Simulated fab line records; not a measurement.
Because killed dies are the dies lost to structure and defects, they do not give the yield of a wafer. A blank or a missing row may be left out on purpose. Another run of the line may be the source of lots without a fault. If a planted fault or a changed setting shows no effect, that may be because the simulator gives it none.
Comparing a struck lot with a sound one + flow n5-finfet + 43 out of 1938 route steps
Sound: the wafers L420.2, L420.4, L420.6. The struck wafers were L408.4, L408.5, L408.6. The cause is given at the end.
Order at every step that has rows: each side's tool, ch and its chambers, its first start. Under that, the readings that differ: sound wafers + struck wafers + difference of the means + sigmas: that difference in standard deviations of wafers without a fault.
alike: a reading whose means differ by less than 2 such deviations, as well as words and numbers matching on both sides. not compared: withheld readings; readings where some wafer has no value; bounds like >300 that might hide an equal value; numbers whose values overlap and for which the record gives no deviation.
The two part at a step that has a row with sigmas, a row that says differs or no value, or rows on one side only. Numbers that have no deviation but don't overlap get no sigmas and don't part them. Lack of a reading on every wafer of one side parts them only where that side has two or more wafers.

first, 8 steps without rows for these wafers: N5_WELL_APT_HMDS_01 (time 60 s); N5_WELL_APT_COAT_02 (resist thk 950 nm); N5_WELL_APT_EBR_04; N5_WELL_APT_SOFTBAKE_03 (time 60 s); N5_WELL_APT_EXPOSE_05 (exposes mask NWELL, defocus 0 nm, target cd 200 nm); N5_WELL_APT_PEB_06 (peb time 90 s); N5_WELL_APT_DEVELOP_07 (develop time 45 s); N5_WELL_APT_HARDBAKE_12 (time 120 s).
N5_WELL_APT_CD_MEAS_08 targets a cd of 200 nm.
  sound on cd-sem-03 ch 0, day 6 08:01; struck on cd-sem-02 ch 0, day 3 07:49
  alike: cd-nm
N5_WELL_APT_OVL_MEAS_09:
  sound on overlay-02 ch 0, day 6 08:02; struck on overlay-01 ch 0, day 3 07:50
  alike: NWELL_OVL
N5_WELL_APT_INSPECT_10: inspects for defects (macro).
  sound: defect-inspect-02 at day 6 08:04; struck: defect-inspect-02 at day 3 07:52
  alike: raw-defect-count
N5_WELL_APT_DESCUM_13: chemistry O2, time 7.9 s.
  sound on rie-diel-04 ch 0,2,3, day 6 08:06; struck on rie-diel-06 ch 1,2,3, day 3 08:05
  alike: drypump-motor-current-A, oes-product-au, rf-vpp-V, showerhead-plenum-p-Torr, throttle-valve-pct
  not compared: rf-hours-counter-h
N5_WELL_APT_IMPLANT_14:
  sound on implanter-02 ch 0, day 6 08:14; struck on implanter-01 ch 0, day 3 08:16
| reading            | sound                           | struck                           | difference  | sigmas      |
|--------------------|---------------------------------|----------------------------------|-------------|-------------|
| dose-ions-cm2      | 1.5008e+13 1.5048e+13 1.502e+13 | 1.0588e+13 1.0603e+13 1.0614e+13 | -4.4237e+12 | -99 or more |
| faraday-current-uA | 189 193 199                     | 136 134 137                      | -58         | -15         |
  alike: beam-energy-keV
then, 10 steps without rows for these wafers: N5_WELL_APT_IMPLANT_15; N5_WELL_APT_STRIP_16 (strips in SPM, time 900 s); N5_WELL_APT_HMDS_18 (time 60 s); N5_WELL_APT_COAT_19 (resist thk 950 nm); N5_WELL_APT_EBR_21; N5_WELL_APT_SOFTBAKE_20 (time 60 s); N5_WELL_APT_EXPOSE_22 (exposes mask PWELL, defocus 0 nm, target cd 200 nm); N5_WELL_APT_PEB_23 (peb time 90 s); N5_WELL_APT_DEVELOP_24 (develop time 45 s); N5_WELL_APT_HARDBAKE_29 (time 120 s).
N5_WELL_APT_CD_MEAS_25 targets a cd of 200 nm.
  sound on cd-sem-03 ch 0, day 6 09:16; struck on cd-sem-01 ch 0, day 3 09:09
  alike: cd-nm
N5_WELL_APT_OVL_MEAS_26:
  sound on overlay-02 ch 0, day 6 09:18; struck on overlay-01 ch 0, day 3 09:10
  alike: PWELL_OVL
N5_WELL_APT_INSPECT_27: inspects for defects (macro).
  sound: defect-inspect-01 at day 6 09:20; struck: defect-inspect-02 at day 3 09:12
  alike: raw-defect-count
N5_WELL_APT_DESCUM_30: chemistry O2, time 7.9 s.
  sound on rie-diel-03 ch 1,3, day 6 09:24; struck on rie-diel-03 ch 1,2,3, day 3 09:16
  alike: drypump-motor-current-A, oes-product-au, rf-vpp-V, showerhead-plenum-p-Torr, throttle-valve-pct
  not compared: rf-hours-counter-h
then, 3 steps without rows for these wafers: N5_WELL_APT_IMPLANT_31; N5_WELL_APT_IMPLANT_32; N5_WELL_APT_STRIP_33 (strips in SPM, time 900 s).
N5_WELL_APT_RTA_34: time 10 s.
  sound on rtp-anneal-02 ch 0, day 6 10:11; struck on rtp-anneal-01 ch 0, day 3 10:03
  alike: lamp-power-pct, lamp_zone_6_pct, wafer_temp_C_max
then, 4 steps without rows for these wafers: N5_WELL_APT_OXIDE_STRIP_42 (strips SiO2 in dHF, time 45 s, target depth 12 nm); N5_WELL_APT_PRECLEAN_36 (cleans in O3/DIW, time 45 s); N5_WELL_APT_PRECLEAN_39 (cleans in dHF, time 60 s); N5_WELL_APT_SRD_37 (time 30 s).
N5_WELL_APT_EPI_41: deposits Si from SiH4/H2, target thk 50 nm, time 297.7 s.
  sound on epi-rpcvd-01 ch 0, day 6 10:55; struck on epi-rpcvd-03 ch 0, day 3 10:35
  alike: throttle-valve-pct
N5_WELL_APT_INSPECT_38: inspects for defects (darkfield).
  sound: defect-inspect-01 at day 6 11:28; struck: defect-inspect-02 at day 3 10:56
  alike: raw-defect-count
N5_PMOS_HMC_CHANNEL_EPI_HM_DEP_34: deposits SiO2 from TEOS/O2, target thk 36 nm, time 6.9 s.
  sound on pecvd-02 ch 0,1,2, day 6 11:30; struck on pecvd-02 ch 0,1,2, day 3 10:59
  alike: heater-power-w, showerhead-plenum-p-Torr, throttle-valve-pct
then, 4 steps without rows for these wafers: N5_PMOS_HMC_CHANNEL_EPI_COAT_31 (time 60 s, resist thk 66 nm); N5_PMOS_HMC_CHANNEL_EPI_COAT_03 (resist thk 205 nm); N5_PMOS_HMC_CHANNEL_EPI_EBR_05; N5_PMOS_HMC_CHANNEL_EPI_SOFTBAKE_04 (time 60 s).
-- the record jumps here: 6 days lie between the struck wafers' starts before and after (it left off in module PMOS_HMC_CHANNEL_EPI and takes up again in module BEOL_M4, whose first step shown is number 1111 of the route) --
N5_BEOL_M4_RC_MEAS_101:
  sound on prober-01 ch 0, day 13 10:06; struck on prober-02 ch 0, day 9 17:32
| reading           | sound          | struck         | difference | sigmas |
|-------------------|----------------|----------------|------------|--------|
| IOFF_P (nA/um)    | 0.15 0.19 0.15 | 0.21 0.28 0.24 | +0.08      | +2     |
| RS_NWELL (ohm/sq) | 1035 1040 1045 | 1270 1271 1263 | +228       | +37    |
| SS_P (mV/dec)     | 71.8 72.5 71.9 | 73.4 74.0 73.6 | +1.6       | +2     |
| VT_P (mV)         | -256 -253 -253 | -247 -245 -244 | +9         | +2     |
  alike: DIBL_N, DIBL_P, IOFF_N, ION_N, ION_P, SS_N, VT_N

== WHERE THEY PART ==
At N5_WELL_APT_IMPLANT_14 first; at N5_BEOL_M4_RC_MEAS_101 last (within this record only).

WHY: whatever the simulator had introduced
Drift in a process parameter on implanter-01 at N5_WELL_APT_IMPLANT_14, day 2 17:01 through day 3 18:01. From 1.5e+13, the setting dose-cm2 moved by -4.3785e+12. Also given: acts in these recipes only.
